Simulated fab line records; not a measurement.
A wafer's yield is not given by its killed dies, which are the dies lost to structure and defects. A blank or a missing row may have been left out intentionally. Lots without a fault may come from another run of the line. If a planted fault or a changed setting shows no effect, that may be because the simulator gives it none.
fab line records + flow n5-finfet
record
- lots=4
- wafers=12
- last-day=16
route steps=1938 shown BEOL_M1@831 BEOL_M2@841 BEOL_M4@1111 PASSIVATION@1936
lots that met no fault: from a run of the same line without faults
start-h: hours from the record's opening day to when the first of the lot's shown wafers began + wait-h: hours since the lot's step before + " as in the row above + L1.1+2: a single row standing in for several wafers + - no value present, or no start provided + * or withheld: withheld + < > ~ a bound
route shown NAME@n: names a module that has steps shown in the file, with the first one's number in the route + usual: average and standard deviation across the fault-free wafers + same: alike in all rows + chamber/n: place in a boat + sites: readings site by site + _std_site: the standard deviation of these + _edge_site: mean of outer sites minus mean of inner sites + radius-mm: how far each site lies from the wafer's centre + mask NAME#n: copy n + behind: the most recent tool/chamber to have shaped the wafer + hold: reason for holding the lot/hours on hold/outcome of the hold + device: names the non-switching transistor (n, p or np) + end of line: at the end of the route, the tests of the same wafers + a step without rows: its recipe alone + killed: at the first sort, the dies lost to defects and structure; wafer yield is something else + map: a wafer's dies, x killed, . not, _ none there
set.NAME: the setting as run; set.NAME@STEP: as run at that earlier step + model.NAME: the simulator's own value behind a step, which no gauge read
a table for each step, a row for each wafer; lots at some steps of the route
services: from which hour (start-h, from the record's first day; less than 0 if before it) a tool's chamber was out of use, for how many hours, and why
## steps
# step N5_BEOL_M1_ECD_50
# recipe
- material=Cu
- target-thk-a=3000
# step N5_BEOL_M1_ANNEAL_51
# recipe
- temp-c=225
- time-s=90
- ambient=N2
# step N5_BEOL_M1_CMP_52
# recipe
- stop-on=SiOC
- t-overpolish-s=6.8
- down-force-psi=1
- platen-rpm=50
- clearing-platen-down-force-psi=1.5
- clearing-platen-rpm=50
- post-cmp-clean=cu-alkaline
- target-thk-nm=40
- clearing-platen-pad-velocity-m-s=0.99484
- pad-velocity-m-s=0.99484
# step N5_BEOL_M1_PRE_CLEAN_60
# recipe
- gas=NH3/H2
- time-s=15
- temp-c=*
- rf-power-w=300
# step N5_BEOL_M1_CO_CAP_55
# recipe
- material=Co
- target-thk-a=20
- temp-c=200
- precursor=CCTBA/H2
- pressure-torr=30
- time-s=102.1
# step N5_BEOL_M1_PRE_CLEAN_56
# recipe
- gas=NH3
- time-s=15
- temp-c=withheld
- rf-power-w=300
# step N5_BEOL_M1_DEP_57
# recipe
- material=SiCN
- target-thk-a=80
- temp-c=withheld
- precursor=3MS/NH3
- pressure-torr=3
- rf-w=202
- time-s=14
# step N5_BEOL_M2_ILD_DEP_00
# recipe
- material=SiOC
- target-thk-a=790
- temp-c=350
- precursor=DEMS/O2
- pressure-torr=5
- rf-w=500
- time-s=15.3
# step N5_BEOL_M2_PECVD_72
# recipe
- material=SiO2
- target-thk-a=160
- temp-c=400
- precursor=TEOS/O2
- pressure-torr=5.5
- rf-w=450
- teos-flow-sccm=53.8
- gas=O2
- flow-sccm=3000
- time-s=18
# usual
- heater-power-w=737/84
- showerhead-plenum-p-Torr=8.75/0.069
- susceptor-temp-C=400.02/0.19
- throttle-valve-pct=21.8/1.2
| lot.wafer | tool     | chamber | start-h | wait-h | heater-power-w | showerhead-plenum-p-Torr | since-wet-clean-h | susceptor-temp-C | throttle-valve-pct |
|-----------|----------|---------|---------|--------|----------------|--------------------------|-------------------|------------------|--------------------|
| L243.3    | pecvd-03 | 1       | 138.72  | 0.0    | 568            | 8.84                     | 1749              | 400.14           | 22.6               |
| L243.5    | "        | 1       | "       | "      | 582            | 8.84                     | -                 | 399.95           | 22.5               |
| L243.6    | "        | 2       | "       | "      | 910            | 8.80                     | -                 | 400.12           | 19.7               |
| L255.2    | pecvd-03 | 2       | 210.30  | 0.0    | 829            | 8.82                     | 341               | 400.02           | 20.2               |
| L255.5    | "        | 2       | "       | "      | 829            | 8.81                     | -                 | 399.81           | 19.9               |
| L255.6    | "        | 0       | "       | "      | 732            | 8.69                     | -                 | 400.16           | 22.4               |
| L259.1    | pecvd-03 | 0       | 233.59  | 0.0    | 719            | 8.71                     | 1119              | 400.07           | 22.0               |
| L259.3    | "        | 1       | "       | "      | 570            | 8.85                     | 1844              | 400.40           | 22.3               |
| L259.6    | "        | 0       | "       | "      | 707            | 8.69                     | -                 | 400.05           | 22.4               |
| L261.2    | pecvd-02 | 1       | 243.08  | 0.0    | 801            | 8.68                     | 1491              | 400.09           | 22.2               |
| L261.3    | "        | 0       | "       | "      | 669            | 8.71                     | 766               | 399.73           | 21.7               |
| L261.5    | "        | 2       | "       | "      | 663            | 8.85                     | -                 | 400.20           | 20.9               |
# step N5_BEOL_M2_HM_DEP_02
# recipe
- material=TiN
- target-thk-a=200
- temp-c=25
- chamber-pressure-pa=0.49996
# step N5_BEOL_M2_COAT_61
# recipe
- resist=SOC
- temp-c=250
- time-s=60
- spin-rpm=1500
- resist-thk-nm=60
# step N5_BEOL_M2_COAT_62
# recipe
- resist=SiARC
- temp-c=220
- time-s=60
- spin-rpm=1500
- resist-thk-nm=12
# step N5_BEOL_M2_COAT_73
# recipe
- resist=underlayer
- temp-c=205
- time-s=60
- spin-rpm=1500
- resist-thk-nm=5
# step N5_BEOL_M2_COAT_05
# recipe
- resist=CAR-EUV
- spin-rpm=1500
- resist-thk-nm=30
# step N5_BEOL_M2_EBR_07
# recipe
- solvent=PGMEA
- ebr-width-mm=1.5
# step N5_BEOL_M2_SOFTBAKE_06
# recipe
- temp-c=110
- time-s=60
- resist=CAR-EUV
# step N5_BEOL_M2_EXPOSE_08
# recipe
- mask-id=M2
- na=0.33
- source-shape=dipole
- sigma-inner=0.369
- sigma-outer=0.767
- polarization=unpolarized
- dose-mj=41.25
# step N5_BEOL_M2_PEB_09
# recipe
- peb-temp-c=100
- peb-time-s=60
- resist=CAR-EUV
# step N5_BEOL_M2_DEVELOP_10
# recipe
- develop-time-s=30
- developer=TMAH
- resist=CAR-EUV
- rinse-liquid=surfactant-rinse
- dry=air-spin
- dev-temp-c=23
# step N5_BEOL_M2_INSPECT_13
# recipe
- mode=adi
- inspect-instrument=brightfield
# usual
- raw-defect-count=419/93
| lot.wafer | tool              | chamber | start-h | wait-h | raw-defect-count |
|-----------|-------------------|---------|---------|--------|------------------|
| L243.3    | defect-inspect-01 | -       | 139.83  | 0.0    | 411              |
| L243.5    | "                 | -       | "       | "      | 285              |
| L243.6    | "                 | -       | "       | "      | 429              |
| L255.2    | defect-inspect-02 | -       | 211.22  | 0.0    | 367              |
| L255.5    | "                 | -       | "       | "      | 449              |
| L255.6    | "                 | -       | "       | "      | 810              |
| L259.1    | defect-inspect-01 | -       | 235.18  | 0.1    | 1112             |
| L259.3    | "                 | -       | "       | "      | 399              |
| L259.6    | "                 | -       | "       | "      | 871              |
| L261.2    | defect-inspect-01 | -       | 245.39  | 0.0    | 338              |
| L261.3    | "                 | -       | "       | "      | 418              |
| L261.5    | "                 | -       | "       | "      | 404              |
# step N5_BEOL_M2_DESCUM_16
# recipe
- chemistry=O2
- time-s=7
- source-power-w=50
- bias-power-w=20
- pressure-mtorr=20
- rf-frequency-hz=2.712e+07
- temp-c=40
- resist=CAR-EUV
- o2-flow-sccm=225
# step N5_BEOL_M2_ETCH_74
# recipe
- chemistry=N2/H2
- target=underlayer
- target-depth-a=65
- mask-material=CAR-EUV
- time-s=5.2
- ion-energy-ev=200
- pressure-mtorr=30
- source-w=840
- bias-w=150
- n2-flow-sccm=200
- h2-flow-sccm=200
- ends=cleared
# step N5_BEOL_M2_ETCH_63
# recipe
- chemistry=CF4
- target=SiARC
- target-depth-a=156
- mask-material=CAR-EUV
- time-s=26
- ion-energy-ev=80
- pressure-mtorr=40
- source-w=545
- bias-w=36
- Ar_flow_sccm=100
- cf4-flow-sccm=100
- ends=cleared
# step N5_BEOL_M2_ETCH_64
# recipe
- chemistry=N2/H2
- target=SOC
- target-depth-a=750
- overetch-a=225
- mask-material=SiARC
- temp-c=40
- time-s=121.9
- ion-energy-ev=200
- pressure-mtorr=30
- source-w=840
- bias-w=150
- n2-flow-sccm=200
- h2-flow-sccm=200
# step N5_BEOL_M2_STRIP_65
# recipe
- chemistry=N2/H2
- temp-c=40
- n2-flow-sccm=200
- h2-flow-sccm=200
- rf-frequency-hz=6e+07
# step N5_BEOL_M2_STRIP_75
# recipe
- chemistry=N2/H2
- temp-c=40
- n2-flow-sccm=200
- h2-flow-sccm=200
- rf-frequency-hz=6e+07
# step N5_BEOL_M2_STRIP_66
# recipe
- chemistry=CF4
- resist=SiARC
- power-w=300
- bias-power-w=75
- pressure-mtorr=50
- cf4-flow-sccm=150
- rf-frequency-hz=6e+07
# step N5_BEOL_M2_HM_OPEN_17
# recipe
- chemistry=Cl2/BCl3
- target-depth-a=200
- overetch-a=60
- target=TiN
- mask-material=SOC
- ion-energy-ev=150
- pressure-mtorr=10
- icp-w=1000
- bias-w=126
- Cl2_flow_sccm=53.25
- bcl3-flow-sccm=21.75
- Ar_flow_sccm=25
# step N5_BEOL_M2_STRIP_19
# recipe
- chemistry=O2
- power-w=400
- temp-c=40
- pressure-mtorr=30
- rf-frequency-hz=6e+07
- bias-power-w=0
- overash-fraction=0.2
- o2-flow-sccm=225
# step N5_BEOL_M2_COAT_67
# recipe
- resist=SOC
- temp-c=250
- time-s=60
- spin-rpm=1500
- resist-thk-nm=60
# step N5_BEOL_M2_COAT_68
# recipe
- resist=SiARC
- temp-c=220
- time-s=60
- spin-rpm=1500
- resist-thk-nm=12
# step N5_BEOL_M2_COAT_76
# recipe
- resist=underlayer
- temp-c=205
- time-s=60
- spin-rpm=1500
- resist-thk-nm=5
# step N5_BEOL_M2_COAT_22
# recipe
- resist=CAR-EUV
- spin-rpm=1500
- resist-thk-nm=30
# step N5_BEOL_M2_EBR_24
# recipe
- solvent=PGMEA
- ebr-width-mm=1.5
# step N5_BEOL_M2_SOFTBAKE_23
# recipe
- temp-c=110
- time-s=60
- resist=CAR-EUV
# step N5_BEOL_M2_INSPECT_30
# recipe
- mode=adi
- inspect-instrument=brightfield
# usual
- raw-defect-count=425/110
| lot.wafer | tool              | chamber | start-h | wait-h | raw-defect-count |
|-----------|-------------------|---------|---------|--------|------------------|
| L243.3    | defect-inspect-02 | -       | 140.71  | 0.0    | 455              |
| L243.5    | "                 | -       | "       | "      | 314              |
| L243.6    | "                 | -       | "       | "      | 482              |
| L255.2    | defect-inspect-01 | -       | 212.39  | 0.0    | 312              |
| L255.5    | "                 | -       | "       | "      | 383              |
| L255.6    | "                 | -       | "       | "      | 769              |
| L259.1    | defect-inspect-02 | -       | 236.06  | 0.1    | 1201             |
| L259.3    | "                 | -       | "       | "      | 453              |
| L259.6    | "                 | -       | "       | "      | 950              |
| L261.2    | defect-inspect-01 | -       | 246.31  | 0.0    | 323              |
| L261.3    | "                 | -       | "       | "      | 459              |
| L261.5    | "                 | -       | "       | "      | 417              |
# step N5_BEOL_M4_RC_MEAS_101
# usual
- DIBL_N=36.8/2.1
- DIBL_P=37.1/2.2
- IOFF_N=0.18/0.037
- IOFF_P=0.23/0.041
- ION_N=682/13
- ION_P=467/8.6
- SS_N=71.7/0.61
- SS_P=73.5/0.6
- VT_N=248/3.4
- VT_P=-249/3.5
| lot.wafer | tool      | chamber | start-h | wait-h | DIBL_N[mV/V] | DIBL_P[mV/V] | IOFF_N[nA/um] | IOFF_P[nA/um] | ION_N[uA/um] | ION_P[uA/um] | SS_N[mV/dec] | SS_P[mV/dec] | VT_N[mV] | VT_P[mV] |
|-----------|-----------|---------|---------|--------|--------------|--------------|---------------|---------------|--------------|--------------|--------------|--------------|----------|----------|
| L243.3    | prober-01 | 0       | 169.41  | 0.3    | 38.1         | 36.8         | 0.16          | 0.22          | 689          | 472          | 72.0         | 73.2         | 249      | -247     |
| L243.5    | "         | 0       | "       | "      | 36.6         | 34.7         | 0.15          | 0.19          | 686          | 472          | 71.6         | 73.6         | 250      | -250     |
| L243.6    | "         | 0       | "       | "      | 38.5         | 37.1         | 0.18          | 0.22          | 684          | 465          | 72.7         | 73.1         | 248      | -248     |
| L255.2    | prober-01 | 0       | 256.31  | 0.2    | 39.6         | 39.3         | 0.23          | 0.30          | 699          | 476          | 72.4         | 73.4         | 244      | -246     |
| L255.5    | "         | 0       | "       | "      | 39.8         | 37.5         | 0.21          | 0.26          | 697          | 471          | 72.0         | 73.6         | 245      | -244     |
| L255.6    | "         | 0       | "       | "      | 38.0         | 35.2         | 0.16          | 0.22          | 680          | 467          | 71.9         | 73.2         | 249      | -249     |
| L259.1    | prober-02 | 0       | 264.23  | 0.0    | 37.7         | 38.2         | 0.18          | 0.28          | 679          | 470          | 72.0         | 74.0         | 248      | -245     |
| L259.3    | "         | 0       | "       | "      | 34.7         | 32.9         | 0.13          | 0.18          | 665          | 456          | 71.1         | 73.3         | 250      | -251     |
| L259.6    | "         | 0       | "       | "      | 36.5         | 35.6         | 0.16          | 0.23          | 658          | 463          | 71.5         | 73.6         | 253      | -246     |
| L261.2    | prober-02 | 0       | 281.90  | 0.2    | 36.4         | 37.1         | 0.18          | 0.24          | 692          | 474          | 71.3         | 73.0         | 247      | -247     |
| L261.3    | "         | 0       | "       | "      | 34.1         | 33.9         | 0.13          | 0.18          | 683          | 469          | 71.7         | 72.5         | 253      | -250     |
| L261.5    | "         | 0       | "       | "      | 35.1         | 35.6         | 0.16          | 0.21          | 684          | 466          | 71.7         | 73.9         | 248      | -249     |
# step N5_PASSIVATION_PROBE_49
# usual
- defect-limited-yield=91.0/1.4
- killed_at_M0_to_M3=35/10
- killed_at_M4_up=13/6
- killed-at-contacts=13/6.4
- killed-at-front-end=42/12
- killed-at-other=3.2/2.4
- killed-dies=107/17
- killed-open=69/13
- killed-short=33/7.3
- sort_bin_5_function=5.3/0.92
- sort_bin_6_memory=3.3/0.66
- sort-n-pass=1073/17
- sort-yield-pct=90.9/1.4
# same
- gross-dies=1180
- killed-at-back-side=0
- sort_bin_4_leakage[%]=0
- sort_bin_8_speed[%]=0
| lot.wafer | tool      | chamber | start-h | wait-h | defect-limited-yield[%] | killed_at_M0_to_M3 | killed_at_M4_up | killed-at-contacts | killed-at-front-end | killed-at-other | killed-dies | killed-open | killed-short | sort_bin_5_function[%] | sort_bin_6_memory[%] | sort-n-pass | sort-yield-pct[%] |
|-----------|-----------|---------|---------|--------|-------------------------|--------------------|-----------------|--------------------|---------------------|-----------------|-------------|-------------|--------------|------------------------|----------------------|-------------|-------------------|
| L243.3    | prober-01 | -       | 273.85  | 0.1    | 90.1                    | 19                 | 15              | 27                 | 53                  | 3               | 117         | 70          | 45           | 6.4                    | 3.3                  | 1063        | 90.1              |
| L243.5    | prober-01 | -       | 273.95  | 0.2    | 89.2                    | 37                 | 9               | 23                 | 54                  | 5               | 128         | 70          | 48           | 6.9                    | 3.5                  | 1052        | 89.2              |
| L243.6    | prober-01 | -       | 274.00  | 0.3    | 90.0                    | 50                 | 5               | 14                 | 47                  | 2               | 118         | 73          | 42           | 5.2                    | 4.5                  | 1062        | 90.0              |
| L259.1    | prober-01 | -       | 369.26  | 0.3    | 83.4                    | 132                | 10              | 7                  | 47                  | 0               | 196         | 59          | 32           | 9.7                    | 4.6                  | 984         | 83.4              |
| L259.3    | prober-01 | -       | 369.36  | 0.4    | 92.7                    | 40                 | 14              | 1                  | 28                  | 3               | 86          | 62          | 22           | 4.7                    | 2.5                  | 1094        | 92.7              |
| L259.6    | prober-01 | -       | 369.51  | 0.6    | 83.5                    | 145                | 10              | 7                  | 29                  | 4               | 195         | 51          | 20           | 11.2                   | 3.1                  | 985         | 83.5              |
| L255.6    | prober-02 | -       | 369.51  | 0.6    | 83.5                    | 138                | 16              | 7                  | 34                  | 0               | 195         | 58          | 25           | 11.1                   | 3.3                  | 985         | 83.5              |
| L261.2    | prober-02 | -       | 392.09  | 0.1    | 88.9                    | 36                 | 7               | 8                  | 77                  | 3               | 131         | 92          | 36           | 7.3                    | 3.4                  | 1049        | 88.9              |
| L261.3    | prober-02 | -       | 392.14  | 0.1    | 88.9                    | 50                 | 7               | 8                  | 65                  | 1               | 131         | 91          | 35           | 6.0                    | 4.6                  | 1049        | 88.9              |
| L261.5    | prober-02 | -       | 392.24  | 0.2    | 89.8                    | 39                 | 9               | 7                  | 62                  | 3               | 120         | 81          | 37           | 6.4                    | 3.5                  | 1060        | 89.8              |
# killed by level:class
L243.3 MOL_CONTACT_COAG:geometric-particle:open=21 FIN_SAQP:geometric-particle:short=12 FIN_SAQP:geometric-particle:open=8 STI_FIN_REVEAL:geometric-particle:open=7 ILD0:geometric-particle:short=5 MOL_CONTACT_COAG:geometric-particle:short=5 BEOL_M4:geometric-particle:open=5 STARTING-WAFER:geometric-particle:short=5
L243.5 FIN_SAQP:geometric-particle:short=21 MOL_CONTACT_COAG:geometric-particle:open=17 FIN_SAQP:geometric-particle:open=12 BEOL_M0_SAQP:geometric-particle:open=10 BEOL_M0_SAQP:geometric-particle:short=9 STI_FIN_REVEAL:geometric-particle:open=5 MOL_CONTACT_COAG:geometric-particle:short=5 BEOL_M3:geometric-particle:open=5
L243.6 BEOL_M0_SAQP:geometric-particle:short=15 FIN_SAQP:geometric-particle:open=12 BEOL_M0_SAQP:geometric-particle:open=12 MOL_CONTACT_COAG:geometric-particle:open=11 FIN_SAQP:geometric-particle:short=10 BEOL_M3:geometric-particle:open=10 DUMMY_GATE:geometric-particle:open=7 BEOL_M3:geometric-particle:short=5
L259.1 BEOL_M2:unspecified=101 BEOL_M2:geometric-particle:open=10 STARTING-WAFER:geometric-particle:short=7 BEOL_M0_SAQP:geometric-particle:short=7 FIN_SAQP:geometric-particle:open=6 FIN_SAQP:geometric-particle:short=6 STI_FIN_REVEAL:geometric-particle:open=6 ILD0:geometric-particle:short=6
L259.3 BEOL_M2:geometric-particle:open=14 BEOL_M4:geometric-particle:open=8 FIN_SAQP:geometric-particle:short=7 BEOL_M0_SAQP:geometric-particle:open=7 BEOL_M3:geometric-particle:open=7 FIN_SAQP:geometric-particle:open=6 STI_FIN_REVEAL:geometric-particle:open=5 BEOL_M1:geometric-particle:open=5
L255.6 BEOL_M2:unspecified=108 STI_FIN_REVEAL:geometric-particle:open=12 BEOL_M4:geometric-particle:open=12 BEOL_M2:geometric-particle:open=7 MOL_CONTACT_COAG:geometric-particle:open=6 DUMMY_GATE:geometric-particle:open=5 BEOL_M0_SAQP:geometric-particle:open=5 BEOL_M1:geometric-particle:open=5
L259.6 BEOL_M2:unspecified=120 BEOL_M2:geometric-particle:open=7 MOL_CONTACT_COAG:geometric-particle:open=6 ILD0:geometric-particle:open=5 BEOL_M0_SAQP:geometric-particle:short=5 BEOL_M0_SAQP:geometric-particle:open=5 BEOL_M5:geometric-particle:open=4 STI_FIN_REVEAL:geometric-particle:open=3
L261.2 STI_FIN_REVEAL:geometric-particle:open=30 FIN_SAQP:geometric-particle:open=14 BEOL_M0_SAQP:geometric-particle:short=9 BEOL_M0_SAQP:geometric-particle:open=9 FIN_SAQP:geometric-particle:short=6 MOL_CONTACT_COAG:geometric-particle:open=6 BEOL_M2:geometric-particle:open=6 STI_FIN_REVEAL:geometric-particle:short=5
L261.3 STI_FIN_REVEAL:geometric-particle:open=16 BEOL_M0_SAQP:geometric-particle:open=13 FIN_SAQP:geometric-particle:open=11 BEOL_M0_SAQP:geometric-particle:short=10 BEOL_M2:geometric-particle:open=10 BEOL_M3:geometric-particle:open=9 DUMMY_GATE:geometric-particle:open=8 FIN_SAQP:geometric-particle:short=7
L261.5 STI_FIN_REVEAL:geometric-particle:open=16 BEOL_M0_SAQP:geometric-particle:open=11 FIN_SAQP:geometric-particle:open=9 FIN_SAQP:geometric-particle:short=7 MOL_CONTACT_COAG:geometric-particle:open=7 BEOL_M0_SAQP:geometric-particle:short=7 BEOL_M1:geometric-particle:open=7 BEOL_M2:geometric-particle:open=6
# map L255.6 (x killed, . not)
_________________......x....x________________
______________....xx.......xxxx._____________
___________....x........xx.xxxxxxxx__________
__________................xxxxxxxxxx_________
________................xxxxxxxxxxxxx._______
_______.........x......xxxxxxxxxxxxxx..______
______.x................xxxxxxxxxxxxxx.._____
_____...................xx.xxxxxxxxx.xx..____
____.....................x.xxxxxxxxx...x..___
___x.x.......x..........xxxxxxxxxxx.x......__
___.........x..x..x........xxxxxxxxx.......__
__....................xx......xx...........x_
__..........x.....x......x...............x.._
_.......x..x.......x..xx......x.........x....
_..........xx........x...................x...
_.x............x.x...........................
_.x......................x.............x...x.
_....x..............................x......x.
_.........x...............................x..
_.x.........x....................x..........x
_....x..x............x...x......x............
__x.......x...........................x..x.._
__.......x..x.........x.........x..........._
___.......................................x__
___..................x.x....x...x..........__
____.........................x............___
_____.x............x..............x......____
______.........................x........_____
_______.....x....x..............xx.x...______
________.x............x.............x._______
__________........x................._________
___________......x.....x......x....__________
______________.................._____________
_________________.........x..________________
# map L259.1 (x killed, . not)
_________________..x.....x..x________________
______________............xxx..x_____________
___________....x....x.....xxxxxxxxx__________
__________............x....xxxxxxxxx_________
________.x....x...........xxxxxxxxx.x._______
_______...........x.....x.xxxxxxxxxxxx.______
______................x.xxxxxxxxxxx.xx.._____
_____................x....xxxxxxxxxxxx...____
____..................x..xxxxxxxxxxxx.....___
___....................x.x.xxxxxxxxx..xx...__
___x.........x.....x..x..x.xxxx.x.x..x.....__
__..........x..............x.x...x.........._
__...........x.......x..x......x..x....x...._
_....x...............x...............x.......
_.......................xx.x..x..............
_..x.....................xx..................
_...................x........................
_..x..x.xx..........x...x....................
_..x...........x.............x....x....x.....
_...............x.........x..x..x............
_.....x.....x.......x........................
__.....................................x...x_
__........x.............x....x.............._
___..x.....x............x..................__
___.........x.x......x.....x.............x.__
____..............x........x.......x.....x___
_____....................................____
______.......................x...xx.x..._____
_______......x....................x..x.______
________...........x...............x.._______
__________x......x........x...x....._________
___________....x.x.x.........x.....__________
______________.x...x...........x_____________
_________________..........x.________________
## services
| tool     | chamber | start-h | hours | kind                          |
|----------|---------|---------|-------|-------------------------------|
| pecvd-02 | 2       | 126.20  | 5.0   | scheduled-down                |
| pecvd-02 | -       | 146.03  | 14.6  | pm                            |
| pecvd-02 | 2       | 170.10  | 5.5   | scheduled-down                |
| pecvd-02 | 1       | 181.32  | 2.1   | scheduled-down                |
| pecvd-03 | -       | 191.07  | 6.0   | pm                            |
| pecvd-02 | 2       | 209.74  | -     | clean                         |
| pecvd-02 | 2       | 209.74  | -     | consumable-replace:showerhead |
| pecvd-02 | 2       | 209.74  | 29.0  | scheduled-down                |
| pecvd-02 | 2       | 209.74  | 29.0  | vent-cycle                    |
| pecvd-03 | -       | 237.63  | 2.8   | pm                            |
| pecvd-03 | -       | 242.42  | 0.2   | repair                        |
## key
first-sign
- step=N5_BEOL_M2_INSPECT_13
- reading=raw-defect-count
- direction=up
- sigmas=5.5
- usual=419
- struck=931
effect
- step=N5_BEOL_M2_INSPECT_30
- reading=raw-defect-count
- direction=up
- sigmas=5
- usual=425
- struck=973
effect
- step=N5_PASSIVATION_PROBE_49
- reading=killed_at_M0_to_M3
- direction=up
- sigmas=9.9
- usual=35
- struck=138
more-kills-born-at
- N5_BEOL_M2_PECVD_72@pecvd-03=329
met-at N5_BEOL_M2_PECVD_72
struck-wafers L255.6,L259.1,L259.6
fault
- kind=chamber-particle-source
- tool=pecvd-03
- chamber=0
- onset-h=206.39
- steps=N5_BEOL_M2_PECVD_72
- rate-per-visit-cm2=0.73408
- end-h=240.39
